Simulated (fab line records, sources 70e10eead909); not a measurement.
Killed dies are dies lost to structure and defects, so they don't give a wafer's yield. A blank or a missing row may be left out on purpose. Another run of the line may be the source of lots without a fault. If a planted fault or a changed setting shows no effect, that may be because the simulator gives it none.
fab line records    flow nand-harc
record lots=24  wafers=72  last-day=24
route steps=1159 shown A_STAIRCASE@549
lots with no fault: from the same line, run without faults
start-h: hours from the record's opening day to when the first of the lot's shown wafers began    wait-h: how many hours have passed since the lot's step before this one    " identical to the entry in the row above    L1.1+2: a single row standing in for several wafers    - no value, or no start given    * or withheld: withheld    < > ~ a bound
route shown NAME@n: NAME is a module with steps in the file, n the number in the route of the first one    usual: mean/standard deviation of fault-free wafers    same: alike in all rows    chamber/n: place in a boat    sites: each site's reading    _std_site: standard deviation across them    _edge_site: mean of outer sites minus mean of inner sites    radius-mm: how far each site lies from the wafer's centre    mask NAME#n: copy n    behind: tool/chamber where the wafer was last shaped    hold: the reason the lot was held/the length of the hold in hours/how it ended    device: which transistor (n, p or np) failed to switch    end of line: at the end of the route, the tests of the same wafers    a step given without rows: its recipe and nothing more    killed: dies lost to structure and defects at the first sort, not the wafer's yield    map: a wafer's dies, marking killed ones x, the rest . and places with no die _
set.NAME: the setting as run; set.NAME@STEP: as run at that earlier step    model.NAME: the simulator's own value behind a step, which no gauge read
steps of the route over a sample of lots; a table a step, a row a wafer
services: when a tool's chamber went out of use (start-h, in hours from the record's first day, below 0 if earlier), for how many hours, and the reason
## steps
# step NHARC_A_STAIRCASE_ETCH_13
# recipe target-depth-a=1000  time-s=40.5  ion-energy-ev=400  c4f8-flow-sccm=20  o2-flow-sccm=10  ar-flow-sccm=withheld  rf-w=600  bias-w=1000  chemistry=C4F8/O2
# usual oes-product-au=0.931/0.014  rf-vpp-V=897/4.4
lot.wafer  tool         chamber  start-h  wait-h  oes-product-au  rf-hours-counter-h  rf-vpp-V
L075.4     rie-diel-02  0        -        -       0.941           31                  904
L075.3     "            2        "        "       0.934           33                  902
L075.5     "            3        "        "       0.947           -                   895
L074.2     rie-diel-04  3        -        -       0.964           45                  901
L074.5     "            0        "        "       0.953           -                   892
L074.6     "            1        "        "       0.950           -                   906
L076.1     rie-diel-05  1        -        -       0.933           27                  891
L076.2     "            0        "        "       0.938           29                  892
L076.5     "            1        "        "       0.938           -                   891
L077.1     rie-diel-02  0        -        -       0.946           36                  904
L077.3     "            1        "        "       0.925           32                  896
L077.4     "            3        "        "       0.945           39                  895
L080.3     rie-diel-02  1        -        -       0.907           38                  895
L080.4     "            2        "        "       0.927           44                  902
L080.5     "            1        "        "       0.916           -                   897
L078.3     rie-diel-02  2        -        -       0.917           45                  902
L078.1     "            3        "        "       0.932           44                  895
L078.2     "            0        "        "       0.927           41                  904
L079.2     rie-diel-05  2        -        -       0.931           33                  895
L079.5     "            1        "        "       0.929           -                   890
L079.6     "            2        "        "       0.947           -                   896
L081.4     rie-diel-02  1        -        -       0.923           46                  896
L081.1     "            2        "        "       0.929           52                  902
L081.5     "            1        "        "       0.919           -                   896
L082.4     rie-diel-05  1        -        -       0.934           39                  892
L082.2     "            2        "        "       0.929           37                  895
L082.3     "            3        "        "       0.917           38                  899
L083.2     rie-diel-02  1        -        -       0.903           47                  894
L083.1     "            2        "        "       0.925           53                  902
L083.6     "            1        "        "       0.915           -                   896
L084.4     rie-diel-04  1        -        -       0.945           1                   905
L084.2     "            2        "        "       0.957           1                   895
L084.5     "            0        "        "       0.962           -                   893
L086.2     rie-diel-02  1        -        -       0.932           54                  895
L086.5     "            1        "        "       0.917           -                   894
L086.6     "            2        "        "       0.923           -                   902
L087.4     rie-diel-05  2        -        -       0.907           46                  895
L087.1     "            0        "        "       0.926           50                  891
L087.2     "            1        "        "       0.916           48                  890
L085.1     rie-diel-05  0        -        -       0.938           54                  891
L085.4     "            3        "        "       0.928           52                  899
L085.6     "            1        "        "       0.928           -                   889
L088.4     rie-diel-02  2        -        -       0.917           67                  902
L088.1     "            0        "        "       0.919           65                  904
L088.6     "            1        "        "       0.924           -                   895
L089.4     rie-diel-05  3        -        -       0.915           54                  900
L089.3     "            0        "        "       0.917           57                  892
L089.6     "            2        "        "       0.921           -                   894
L091.2     rie-diel-04  3        -        -       0.939           11                  898
L091.3     "            2        "        "       0.948           11                  897
L091.5     "            3        "        "       0.933           -                   900
L093.2     rie-diel-02  1        -        -       0.957           1                   895
L093.1     "            0        "        "       0.941           1                   904
L093.6     "            1        "        "       0.955           -                   896
L090.4     rie-diel-02  2        -        -       0.929           1                   902
L090.2     "            0        "        "       0.926           1                   903
L090.5     "            1        "        "       0.920           -                   894
L092.3     rie-diel-04  3        -        -       0.937           13                  900
L092.1     "            1        "        "       0.938           12                  903
L092.6     "            3        "        "       0.933           -                   899
L095.3     rie-diel-02  1        -        -       0.934           9                   893
L095.2     "            2        "        "       0.932           10                  900
L095.6     "            1        "        "       0.940           -                   893
L094.4     rie-diel-02  0        -        -       0.919           10                  902
L094.1     "            1        "        "       0.925           9                   894
L094.5     "            0        "        "       0.917           -                   902
L096.3     rie-diel-02  0        -        -       0.925           14                  903
L096.2     "            1        "        "       0.930           13                  895
L096.4     "            2        "        "       0.922           14                  902
L097.2     rie-diel-05  0        -        -       0.918           10                  890
L097.1     "            1        "        "       0.915           9                   890
L097.4     "            2        "        "       0.914           8                   893
# step NHARC_A_STAIRCASE_ETCH_19
# recipe target-depth-a=1000  time-s=40.5  ion-energy-ev=400  c4f8-flow-sccm=20  o2-flow-sccm=10  ar-flow-sccm=withheld  rf-w=600  bias-w=1000  chemistry=C4F8/O2
# usual oes-product-au=0.936/0.0099  rf-vpp-V=897/4.6
lot.wafer  tool         chamber  start-h  wait-h  oes-product-au  rf-hours-counter-h  rf-vpp-V
L075.3     rie-diel-02  0        -        -       0.962           32                  902
L075.4     "            1        "        "       0.940           28                  894
L075.5     "            3        "        "       0.956           -                   894
L074.2     rie-diel-04  1        -        -       0.932           43                  907
L074.5     "            0        "        "       0.951           -                   892
L074.6     "            1        "        "       0.931           -                   904
L076.2     rie-diel-05  0        -        -       0.932           29                  891
L076.1     "            2        "        "       0.922           27                  896
L076.5     "            0        "        "       0.937           -                   891
L077.4     rie-diel-02  2        -        -       0.936           39                  903
L077.1     "            3        "        "       0.941           39                  895
L077.3     "            0        "        "       0.951           36                  903
L080.4     rie-diel-02  1        -        -       0.944           38                  896
L080.3     "            3        "        "       0.942           44                  895
L080.5     "            0        "        "       0.935           -                   904
L079.2     rie-diel-05  3        -        -       0.924           34                  899
L079.5     "            0        "        "       0.923           -                   892
L079.6     "            1        "        "       0.915           -                   890
L078.1     rie-diel-02  1        -        -       0.934           41                  895
L078.3     "            3        "        "       0.951           46                  895
L078.2     "            0        "        "       0.944           43                  902
L081.1     rie-diel-02  2        -        -       0.945           52                  901
L081.4     "            3        "        "       0.941           52                  894
L081.5     "            1        "        "       0.929           -                   894
L082.2     rie-diel-05  0        -        -       0.927           41                  891
L082.4     "            1        "        "       0.949           39                  891
L082.3     "            3        "        "       0.924           39                  900
L083.2     rie-diel-02  3        -        -       0.942           52                  895
L083.1     "            0        "        "       0.934           50                  901
L083.6     "            0        "        "       0.935           -                   902
L084.4     rie-diel-04  0        -        -       0.928           1                   893
L084.2     "            1        "        "       0.918           1                   905
L084.5     "            0        "        "       0.923           -                   892
L086.2     rie-diel-02  3        -        -       0.955           61                  895
L086.5     "            3        "        "       0.946           -                   895
L086.6     "            0        "        "       0.942           -                   902
L087.1     rie-diel-05  1        -        -       0.946           49                  889
L087.4     "            2        "        "       0.925           46                  897
L087.2     "            3        "        "       0.932           48                  900
L085.1     rie-diel-05  2        -        -       0.932           49                  896
L085.4     "            3        "        "       0.924           52                  900
L085.6     "            2        "        "       0.929           -                   895
L088.4     rie-diel-02  0        -        -       0.932           66                  901
L088.1     "            2        "        "       0.945           68                  902
L088.6     "            3        "        "       0.950           -                   895
L089.4     rie-diel-05  3        -        -       0.922           55                  901
L089.3     "            2        "        "       0.922           52                  895
L089.6     "            3        "        "       0.921           -                   899
L093.1     rie-diel-02  1        -        -       0.931           1                   894
L093.2     "            3        "        "       0.944           2                   894
L093.6     "            1        "        "       0.938           -                   894
L090.2     rie-diel-02  3        -        -       0.928           2                   894
L090.4     "            1        "        "       0.939           2                   894
L090.5     "            2        "        "       0.941           -                   902
L091.3     rie-diel-04  1        -        -       0.932           12                  904
L091.2     "            0        "        "       0.932           12                  892
L091.5     "            1        "        "       0.937           -                   905
L092.1     rie-diel-04  2        -        -       0.932           14                  898
L092.3     "            3        "        "       0.933           13                  899
L092.6     "            0        "        "       0.928           -                   893
L095.3     rie-diel-02  3        -        -       0.942           11                  895
L095.2     "            0        "        "       0.939           10                  902
L095.6     "            2        "        "       0.951           -                   901
L094.1     rie-diel-02  2        -        -       0.924           11                  902
L094.4     "            3        "        "       0.944           11                  894
L094.5     "            1        "        "       0.929           -                   895
L096.2     rie-diel-02  3        -        -       0.956           15                  894
L096.4     "            0        "        "       0.926           14                  903
L096.3     "            1        "        "       0.939           13                  894
L097.4     rie-diel-05  3        -        -       0.931           9                   898
L097.2     "            1        "        "       0.923           10                  891
L097.1     "            2        "        "       0.927           9                   896
# step NHARC_A_STAIRCASE_ETCH_23
# recipe target-depth-a=1000  time-s=40.5  ion-energy-ev=400  c4f8-flow-sccm=20  o2-flow-sccm=10  ar-flow-sccm=withheld  rf-w=600  bias-w=1000  chemistry=C4F8/O2
# usual oes-product-au=0.939/0.012  rf-vpp-V=897/4.5
lot.wafer  tool         chamber  start-h  wait-h  oes-product-au  rf-hours-counter-h  rf-vpp-V
L075.4     rie-diel-02  3        -        -       0.939           34                  896
L075.3     "            2        "        "       0.945           34                  900
L075.5     "            0        "        "       0.934           -                   905
L074.2     rie-diel-04  0        -        -       0.944           44                  893
L074.5     "            3        "        "       0.956           -                   901
L074.6     "            0        "        "       0.933           -                   892
L076.1     rie-diel-04  0        -        -       0.972           47                  893
L076.2     "            1        "        "       0.941           47                  905
L076.5     "            2        "        "       0.952           -                   897
L077.3     rie-diel-04  3        -        -       0.939           48                  899
L077.4     "            0        "        "       0.951           47                  893
L077.1     "            1        "        "       0.931           47                  905
L080.4     rie-diel-05  1        -        -       0.935           33                  890
L080.3     "            2        "        "       0.941           32                  895
L080.5     "            0        "        "       0.959           -                   891
L079.2     rie-diel-05  0        -        -       0.930           36                  892
L079.6     "            0        "        "       0.933           -                   892
L079.5     "            1        "        "       0.937           -                   891
L078.2     rie-diel-02  0        -        -       0.944           43                  904
L078.1     "            1        "        "       0.935           41                  895
L078.3     "            2        "        "       0.943           48                  901
L081.1     rie-diel-02  3        -        -       0.950           52                  894
L081.4     "            1        "        "       0.935           47                  896
L081.5     "            0        "        "       0.940           -                   903
L082.3     rie-diel-05  2        -        -       0.930           37                  895
L082.4     "            3        "        "       0.941           39                  900
L082.2     "            1        "        "       0.929           39                  890
L083.1     rie-diel-05  3        -        -       0.957           39                  899
L083.2     "            1        "        "       0.952           40                  891
L083.6     "            2        "        "       0.937           -                   896
L084.2     rie-diel-04  3        -        -       0.933           2                   898
L084.4     "            0        "        "       0.928           2                   892
L084.5     "            2        "        "       0.928           -                   897
L086.2     rie-diel-02  0        -        -       0.927           59                  902
L086.6     "            2        "        "       0.961           -                   901
L086.5     "            3        "        "       0.964           -                   894
L087.2     rie-diel-02  1        -        -       0.933           55                  895
L087.4     "            2        "        "       0.943           61                  902
L087.1     "            3        "        "       0.936           61                  894
L085.4     rie-diel-05  0        -        -       0.939           55                  892
L085.1     "            1        "        "       0.946           52                  891
L085.6     "            3        "        "       0.929           -                   900
L088.1     rie-diel-05  2        -        -       0.928           52                  895
L088.4     "            3        "        "       0.936           55                  900
L088.6     "            1        "        "       0.937           -                   890
L089.3     rie-diel-05  3        -        -       0.913           56                  900
L089.6     "            0        "        "       0.909           -                   891
L089.4     "            1        "        "       0.911           -                   889
L093.1     rie-diel-02  0        -        -       0.927           2                   903
L093.2     "            2        "        "       0.928           2                   901
L093.6     "            0        "        "       0.930           -                   902
L090.4     rie-diel-02  1        -        -       0.934           2                   894
L090.2     "            3        "        "       0.951           3                   895
L090.5     "            1        "        "       0.944           -                   896
L091.3     rie-diel-04  0        -        -       0.931           12                  893
L091.2     "            1        "        "       0.934           12                  904
L091.5     "            0        "        "       0.945           -                   892
L092.1     rie-diel-04  0        -        -       0.920           15                  892
L092.3     "            1        "        "       0.928           14                  904
L092.6     "            0        "        "       0.933           -                   891
L095.3     rie-diel-04  0        -        -       0.927           19                  894
L095.2     "            1        "        "       0.929           20                  905
L095.6     "            1        "        "       0.945           -                   905
L094.4     rie-diel-04  0        -        -       0.942           19                  892
L094.1     "            1        "        "       0.920           20                  904
L094.5     "            0        "        "       0.944           -                   893
L096.3     rie-diel-02  3        -        -       0.948           15                  894
L096.4     "            1        "        "       0.936           13                  894
L096.2     "            2        "        "       0.957           14                  899
L097.4     rie-diel-05  0        -        -       0.951           11                  891
L097.2     "            1        "        "       0.946           10                  890
L097.1     "            2        "        "       0.945           9                   896
# step NHARC_A_STAIRCASE_TRIM_193
# recipe time-s=211.2  o2-flow-sccm=500  ar-flow-sccm=0  bias-w=0  chemistry=O2
# usual drypump-motor-current-A=5.6/0.47  oes-product-au=0.998/0.0078  rf-vpp-V=57.9/0.94  showerhead-plenum-p-Torr=3.55/0.12  throttle-valve-pct=17.035/0.0085
lot.wafer  tool         chamber  start-h  wait-h  drypump-motor-current-A  oes-product-au  rf-hours-counter-h  rf-vpp-V  showerhead-plenum-p-Torr  throttle-valve-pct
L075.3     rie-diel-05  1        -        -       6.5                      0.992           24                  58.9      3.39                      17.026
L075.4     "            0        "        "       5.3                      0.998           25                  58.2      3.42                      17.047
L075.5     "            1        "        "       6.5                      0.995           -                   58.5      3.39                      17.032
L074.2     rie-diel-05  1        -        -       6.5                      0.991           26                  56.8      3.39                      17.034
L074.6     "            0        "        "       5.3                      0.987           -                   57.8      3.41                      17.028
L074.5     "            1        "        "       6.5                      0.991           -                   57.9      3.39                      17.029
L076.2     rie-diel-04  0        -        -       5.4                      1.006           48                  58.9      3.43                      17.035
L076.1     "            2        "        "       5.1                      1.005           51                  57.0      3.55                      17.027
L076.5     "            0        "        "       5.4                      1.004           -                   58.6      3.43                      17.030
L077.1     rie-diel-05  0        -        -       5.3                      0.998           31                  58.6      3.41                      17.039
L077.3     "            2        "        "       5.7                      0.995           29                  59.2      3.52                      17.050
L077.4     "            3        "        "       5.0                      0.995           30                  57.1      3.62                      17.051
L080.4     rie-diel-02  0        -        -       5.6                      0.999           43                  58.5      3.72                      17.024
L080.3     "            1        "        "       5.8                      0.996           41                  58.2      3.50                      17.027
L080.5     "            3        "        "       4.9                      1.012           -                   59.1      3.50                      17.030
L079.2     rie-diel-02  1        -        -       5.8                      0.993           42                  57.0      3.50                      17.054
L079.5     "            2        "        "       6.2                      0.997           -                   59.2      3.69                      17.026
L079.6     "            3        "        "       4.9                      1.015           -                   58.9      3.50                      17.021
L078.2     rie-diel-02  0        -        -       5.7                      1.008           44                  58.5      3.72                      17.030
L078.1     "            1        "        "       5.9                      0.995           42                  58.6      3.50                      17.035
L078.3     "            2        "        "       6.2                      1.006           49                  58.8      3.69                      17.036
L081.1     rie-diel-05  0        -        -       5.3                      0.995           42                  60.0      3.41                      17.028
L081.4     "            2        "        "       5.7                      0.983           39                  57.8      3.52                      17.039
L081.5     "            0        "        "       5.3                      0.993           -                   58.5      3.41                      17.036
L082.2     rie-diel-02  1        -        -       5.9                      0.991           48                  57.3      3.50                      17.021
L082.3     "            2        "        "       6.2                      0.992           54                  58.3      3.69                      17.034
L082.4     "            0        "        "       5.7                      1.007           51                  58.4      3.72                      17.041
L083.2     rie-diel-02  3        -        -       4.9                      1.009           54                  58.0      3.50                      17.010
L083.1     "            0        "        "       5.7                      1.006           52                  59.3      3.72                      17.048
L083.6     "            3        "        "       4.9                      1.003           -                   55.7      3.50                      17.033
L084.4     rie-diel-05  0        -        -       5.3                      0.992           48                  56.8      3.40                      17.013
L084.2     "            3        "        "       5.0                      0.986           46                  55.9      3.62                      17.035
L084.5     "            1        "        "       6.5                      0.987           -                   56.9      3.38                      17.034
L086.2     rie-diel-05  3        -        -       5.0                      0.995           52                  56.9      3.61                      17.045
L086.5     "            1        "        "       6.5                      0.992           -                   57.0      3.38                      17.044
L086.6     "            2        "        "       5.7                      0.984           -                   57.2      3.51                      17.033
L087.1     rie-diel-02  0        -        -       5.6                      0.992           63                  59.0      3.71                      17.049
L087.2     "            1        "        "       5.9                      0.991           59                  57.0      3.49                      17.051
L087.4     "            2        "        "       6.2                      0.992           65                  58.4      3.68                      17.039
L085.4     rie-diel-05  0        -        -       5.3                      0.997           56                  56.8      3.40                      17.047
L085.1     "            2        "        "       5.6                      0.998           50                  57.0      3.51                      17.027
L085.6     "            3        "        "       5.0                      0.995           -                   58.2      3.61                      17.026
L088.4     rie-diel-04  2        -        -       5.1                      0.995           8                   57.4      3.55                      17.035
L088.1     "            1        "        "       5.6                      0.999           7                   58.6      3.77                      17.035
L088.6     "            2        "        "       5.1                      1.001           -                   57.9      3.54                      17.041
L089.4     rie-diel-04  1        -        -       5.6                      1.006           7                   57.4      3.77                      17.026
L089.3     "            3        "        "       5.8                      1.006           8                   57.0      3.63                      17.041
L089.6     "            1        "        "       5.6                      1.005           -                   59.0      3.77                      17.029
L093.1     rie-diel-04  1        -        -       5.6                      1.006           14                  58.3      3.77                      17.033
L093.2     "            0        "        "       5.4                      0.992           15                  57.1      3.42                      17.025
L093.6     "            1        "        "       5.6                      1.001           -                   57.2      3.77                      17.034
L090.4     rie-diel-04  2        -        -       5.1                      1.002           17                  58.1      3.54                      17.031
L090.2     "            3        "        "       5.7                      0.998           16                  56.6      3.62                      17.047
L090.5     "            3        "        "       5.8                      1.005           -                   60.0      3.62                      17.033
L091.3     rie-diel-04  3        -        -       5.7                      1.002           16                  57.1      3.62                      17.033
L091.2     "            1        "        "       5.6                      0.990           15                  58.0      3.77                      17.049
L091.5     "            2        "        "       5.1                      0.994           -                   56.8      3.54                      17.041
L092.3     rie-diel-02  0        -        -       5.7                      0.994           8                   57.7      3.71                      17.047
L092.1     "            3        "        "       4.9                      1.010           9                   57.7      3.48                      17.026
L092.6     "            1        "        "       5.8                      1.001           -                   58.9      3.48                      17.027
L095.3     rie-diel-04  2        -        -       5.1                      1.010           23                  59.6      3.54                      17.024
L095.2     "            0        "        "       5.4                      1.000           20                  58.4      3.42                      17.056
L095.6     "            0        "        "       5.4                      1.001           -                   58.4      3.42                      17.046
L094.1     rie-diel-02  2        -        -       6.2                      0.990           13                  59.4      3.67                      17.030
L094.4     "            1        "        "       5.8                      0.996           12                  56.2      3.48                      17.036
L094.5     "            3        "        "       4.9                      1.005           -                   58.2      3.48                      17.039
L096.3     rie-diel-02  1        -        -       5.8                      1.003           15                  56.8      3.48                      17.029
L096.2     "            2        "        "       6.2                      1.008           15                  57.4      3.67                      17.038
L096.4     "            0        "        "       5.6                      0.989           -                   57.2      3.70                      17.042
L097.4     rie-diel-02  3        -        -       4.9                      1.000           17                  58.1      3.48                      17.022
L097.1     "            0        "        "       5.7                      0.989           21                  59.0      3.70                      17.041
L097.2     "            1        "        "       5.8                      0.995           20                  57.8      3.48                      17.045
# step NHARC_A_STAIRCASE_ETCH_199
# recipe target-depth-a=1000  time-s=40.5  ion-energy-ev=400  c4f8-flow-sccm=20  o2-flow-sccm=10  ar-flow-sccm=withheld  rf-w=600  bias-w=1000  chemistry=C4F8/O2
# usual oes-product-au=0.940/0.01  rf-vpp-V=897/4.5
lot.wafer  tool         chamber  start-h  wait-h  oes-product-au  rf-hours-counter-h  rf-vpp-V
L075.3     rie-diel-05  0        -        -       0.940           25                  890
L075.4     "            2        "        "       0.935           24                  896
L075.5     "            0        "        "       0.948           -                   893
L074.2     rie-diel-02  3        -        -       0.953           38                  895
L074.5     "            1        "        "       0.939           -                   895
L074.6     "            2        "        "       0.945           -                   902
L076.1     rie-diel-04  1        -        -       0.927           48                  907
L076.2     "            3        "        "       0.937           50                  901
L076.5     "            1        "        "       0.930           -                   905
L077.4     rie-diel-05  3        -        -       0.936           30                  900
L077.3     "            0        "        "       0.946           31                  893
L077.1     "            1        "        "       0.956           30                  891
L080.4     rie-diel-04  0        -        -       0.951           55                  892
L080.3     "            3        "        "       0.936           57                  900
L080.5     "            0        "        "       0.959           -                   893
L079.2     rie-diel-04  0        -        -       0.955           56                  891
L079.6     "            0        "        "       0.947           -                   893
L079.5     "            1        "        "       0.962           -                   906
L078.1     rie-diel-05  2        -        -       0.929           35                  895
L078.3     "            3        "        "       0.914           36                  899
L078.2     "            0        "        "       0.930           38                  891
L082.3     rie-diel-02  0        -        -       0.935           52                  904
L082.4     "            1        "        "       0.929           49                  896
L082.2     "            3        "        "       0.946           54                  894
L081.4     rie-diel-05  2        -        -       0.930           39                  895
L081.1     "            3        "        "       0.925           40                  898
L081.5     "            1        "        "       0.930           -                   892
L083.1     rie-diel-02  2        -        -       0.943           56                  903
L083.2     "            3        "        "       0.948           55                  894
L083.6     "            0        "        "       0.942           -                   903
L084.4     rie-diel-04  1        -        -       0.961           4                   903
L084.2     "            0        "        "       0.955           4                   893
L084.5     "            2        "        "       0.958           -                   897
L086.2     rie-diel-02  2        -        -       0.930           64                  903
L086.5     "            1        "        "       0.941           -                   894
L086.6     "            2        "        "       0.928           -                   901
L087.2     rie-diel-02  3        -        -       0.948           65                  895
L087.1     "            1        "        "       0.938           59                  895
L087.4     "            2        "        "       0.936           65                  902
L085.1     rie-diel-05  2        -        -       0.936           51                  894
L085.4     "            1        "        "       0.947           54                  890
L085.6     "            2        "        "       0.935           -                   893
L088.4     rie-diel-05  1        -        -       0.932           58                  891
L088.1     "            3        "        "       0.931           58                  899
L088.6     "            2        "        "       0.951           -                   896
L089.3     rie-diel-04  3        -        -       0.942           8                   901
L089.4     "            0        "        "       0.938           8                   892
L089.6     "            3        "        "       0.947           -                   901
L093.2     rie-diel-02  3        -        -       0.956           8                   895
L093.1     "            1        "        "       0.938           7                   895
L093.6     "            3        "        "       0.957           -                   894
L090.2     rie-diel-02  1        -        -       0.925           7                   896
L090.4     "            2        "        "       0.935           8                   903
L090.5     "            2        "        "       0.939           -                   901
L091.2     rie-diel-04  1        -        -       0.930           16                  906
L091.3     "            2        "        "       0.944           17                  897
L091.5     "            1        "        "       0.935           -                   904
L092.1     rie-diel-02  3        -        -       0.942           10                  893
L092.3     "            1        "        "       0.936           9                   894
L092.6     "            3        "        "       0.948           -                   896
L095.3     rie-diel-05  2        -        -       0.953           4                   894
L095.2     "            0        "        "       0.962           6                   891
L095.6     "            2        "        "       0.963           -                   895
L094.1     rie-diel-02  1        -        -       0.937           13                  895
L094.4     "            3        "        "       0.945           14                  893
L094.5     "            1        "        "       0.936           -                   895
L096.2     rie-diel-04  3        -        -       0.955           24                  899
L096.3     "            0        "        "       0.929           23                  893
L096.4     "            2        "        "       0.953           25                  896
L097.4     rie-diel-05  1        -        -       0.933           12                  891
L097.1     "            3        "        "       0.935           11                  899
L097.2     "            0        "        "       0.946           12                  892
# step NHARC_A_STAIRCASE_TRIM_200
# recipe time-s=211.2  o2-flow-sccm=500  ar-flow-sccm=0  bias-w=0  chemistry=O2
# usual drypump-motor-current-A=5.6/0.46  oes-product-au=0.996/0.008  rf-vpp-V=57.8/0.94  showerhead-plenum-p-Torr=3.55/0.13  throttle-valve-pct=17.036/0.0087
lot.wafer  tool         chamber  start-h  wait-h  drypump-motor-current-A  oes-product-au  rf-hours-counter-h  rf-vpp-V  showerhead-plenum-p-Torr  throttle-valve-pct
L075.4     rie-diel-05  2        -        -       5.7                      0.987           24                  58.0      3.52                      17.029
L075.3     "            3        "        "       5.1                      0.984           25                  57.5      3.63                      17.035
L075.5     "            1        "        "       6.5                      0.988           -                   58.0      3.39                      17.026
L074.2     rie-diel-02  0        -        -       5.7                      0.991           35                  58.7      3.73                      17.025
L074.6     "            1        "        "       5.8                      0.982           -                   57.8      3.50                      17.033
L074.5     "            2        "        "       6.2                      0.998           -                   57.8      3.69                      17.045
L077.1     rie-diel-05  3        -        -       5.0                      0.991           30                  58.5      3.62                      17.047
L077.4     "            1        "        "       6.5                      0.989           30                  57.9      3.39                      17.036
L077.3     "            2        "        "       5.6                      0.984           29                  59.2      3.52                      17.036
L076.2     rie-diel-04  1        -        -       5.6                      1.004           49                  58.6      3.78                      17.033
L076.1     "            0        "        "       5.4                      1.015           51                  58.3      3.43                      17.025
L076.5     "            1        "        "       5.6                      1.012           -                   57.4      3.78                      17.030
L080.4     rie-diel-04  1        -        -       5.5                      1.006           54                  58.4      3.78                      17.029
L080.3     "            2        "        "       5.1                      0.996           58                  58.6      3.55                      17.033
L080.5     "            1        "        "       5.6                      0.999           -                   57.7      3.78                      17.032
L079.2     rie-diel-04  2        -        -       5.1                      1.012           60                  56.2      3.55                      17.034
L079.5     "            3        "        "       5.8                      0.993           -                   56.9      3.63                      17.024
L079.6     "            0        "        "       5.4                      0.996           -                   58.7      3.43                      17.040
L078.3     rie-diel-05  1        -        -       6.5                      0.992           36                  55.9      3.38                      17.049
L078.1     "            2        "        "       5.6                      0.985           35                  58.3      3.52                      17.029
L078.2     "            3        "        "       5.1                      0.990           36                  59.0      3.62                      17.036
L082.3     rie-diel-02  2        -        -       6.3                      0.993           55                  58.2      3.68                      17.038
L082.2     "            3        "        "       4.9                      1.006           54                  58.4      3.50                      17.031
L082.4     "            0        "        "       5.6                      0.998           52                  56.9      3.72                      17.038
L081.1     rie-diel-05  0        -        -       5.3                      0.990           43                  57.3      3.41                      17.046
L081.4     "            2        "        "       5.6                      0.992           39                  56.9      3.52                      17.038
L081.5     "            3        "        "       5.0                      0.996           -                   58.1      3.62                      17.031
L083.1     rie-diel-02  0        -        -       5.7                      1.008           53                  57.3      3.72                      17.049
L083.2     "            1        "        "       5.8                      1.003           51                  57.6      3.49                      17.039
L083.6     "            3        "        "       4.9                      1.002           -                   57.9      3.50                      17.037
L084.2     rie-diel-04  1        -        -       5.6                      0.994           4                   58.4      3.77                      17.034
L084.4     "            3        "        "       5.8                      0.991           5                   57.9      3.63                      17.054
L084.5     "            0        "        "       5.4                      0.998           -                   57.0      3.43                      17.035
L086.2     rie-diel-02  1        -        -       5.8                      0.986           59                  58.2      3.49                      17.037
L086.6     "            3        "        "       4.9                      1.003           -                   56.9      3.49                      17.037
L086.5     "            0        "        "       5.7                      0.994           -                   58.2      3.71                      17.040
L087.4     rie-diel-02  3        -        -       4.9                      1.014           65                  57.6      3.49                      17.020
L087.1     "            0        "        "       5.6                      1.003           63                  56.9      3.71                      17.044
L087.2     "            1        "        "       5.9                      0.988           59                  58.1      3.49                      17.010
L085.1     rie-diel-05  1        -        -       6.5                      0.992           54                  57.2      3.37                      17.044
L085.4     "            2        "        "       5.7                      0.992           51                  56.7      3.51                      17.028
L085.6     "            1        "        "       6.4                      0.992           -                   57.2      3.37                      17.035
L088.1     rie-diel-05  2        -        -       5.7                      0.988           52                  59.8      3.51                      17.036
L088.4     "            3        "        "       5.0                      0.990           58                  56.9      3.61                      17.038
L088.6     "            1        "        "       6.5                      0.985           -                   56.6      3.37                      17.051
L089.4     rie-diel-04  2        -        -       5.1                      1.009           8                   58.5      3.54                      17.047
L089.3     "            3        "        "       5.7                      1.004           8                   58.4      3.63                      17.038
L089.6     "            0        "        "       5.4                      1.002           -                   56.6      3.42                      17.029
L093.1     rie-diel-02  3        -        -       4.9                      1.003           8                   56.3      3.48                      17.044
L093.2     "            0        "        "       5.7                      1.004           7                   57.8      3.71                      17.034
L093.6     "            3        "        "       4.9                      1.011           -                   57.8      3.48                      17.061
L090.2     rie-diel-02  3        -        -       5.0                      1.003           8                   58.4      3.48                      17.030
L090.4     "            2        "        "       6.2                      1.002           8                   58.6      3.67                      17.026
L090.5     "            3        "        "       4.9                      1.008           -                   58.2      3.48                      17.045
L091.2     rie-diel-04  2        -        -       5.1                      0.994           17                  56.3      3.54                      17.034
L091.3     "            1        "        "       5.6                      1.000           16                  58.0      3.77                      17.043
L091.5     "            3        "        "       5.8                      1.009           -                   58.5      3.62                      17.037
L092.3     rie-diel-02  3        -        -       4.9                      1.007           10                  57.2      3.48                      17.042
L092.1     "            1        "        "       5.8                      0.995           9                   58.1      3.48                      17.031
L092.6     "            3        "        "       4.9                      1.009           -                   58.6      3.48                      17.044
L095.3     rie-diel-05  1        -        -       6.5                      0.991           6                   55.4      3.37                      17.050
L095.2     "            2        "        "       5.7                      0.990           4                   56.8      3.50                      17.028
L095.6     "            3        "        "       5.0                      0.996           -                   59.0      3.60                      17.038
L094.1     rie-diel-02  1        -        -       5.9                      0.993           13                  58.3      3.48                      17.037
L094.4     "            2        "        "       6.2                      1.004           14                  57.9      3.67                      17.023
L094.5     "            1        "        "       5.9                      0.997           -                   59.9      3.48                      17.038
L096.3     rie-diel-04  0        -        -       5.4                      0.990           23                  58.6      3.42                      17.039
L096.4     "            1        "        "       5.6                      0.993           23                  58.3      3.76                      17.030
L096.2     "            2        "        "       5.1                      0.994           25                  56.8      3.54                      17.041
L097.4     rie-diel-05  1        -        -       6.5                      0.990           12                  56.9      3.36                      17.034
L097.2     "            2        "        "       5.7                      0.997           11                  57.7      3.50                      17.040
L097.1     "            3        "        "       5.0                      1.001           11                  56.5      3.60                      17.034
## services
tool         chamber  start-h  hours  kind
rie-diel-02  1        218.06   10.4   repair
rie-diel-02  0        234.96   -      clean
rie-diel-02  1        234.96   -      clean
rie-diel-02  2        234.96   -      clean
rie-diel-02  3        234.96   -      clean
rie-diel-02  0        259.46   -      clean
rie-diel-02  1        259.46   -      clean
rie-diel-02  2        259.46   -      clean
rie-diel-02  3        259.46   -      clean
rie-diel-02  -        268.13   0.7    repair
rie-diel-02  -        281.04   0.8    repair
rie-diel-02  0        283.99   -      clean
rie-diel-02  1        283.99   -      clean
rie-diel-02  2        283.99   -      clean
rie-diel-02  3        283.99   -      clean
rie-diel-04  -        289.09   9.0    pm
rie-diel-02  0        308.49   -      clean
rie-diel-02  1        308.49   -      clean
rie-diel-02  2        308.49   -      clean
rie-diel-04  -        314.14   16.1   repair
rie-diel-02  -        328.27   9.0    pm
rie-diel-05  -        340.68   9.0    pm
rie-diel-04  1        359.93   2.0    repair
rie-diel-02  3        366.58   10.0   repair
## key
fault none
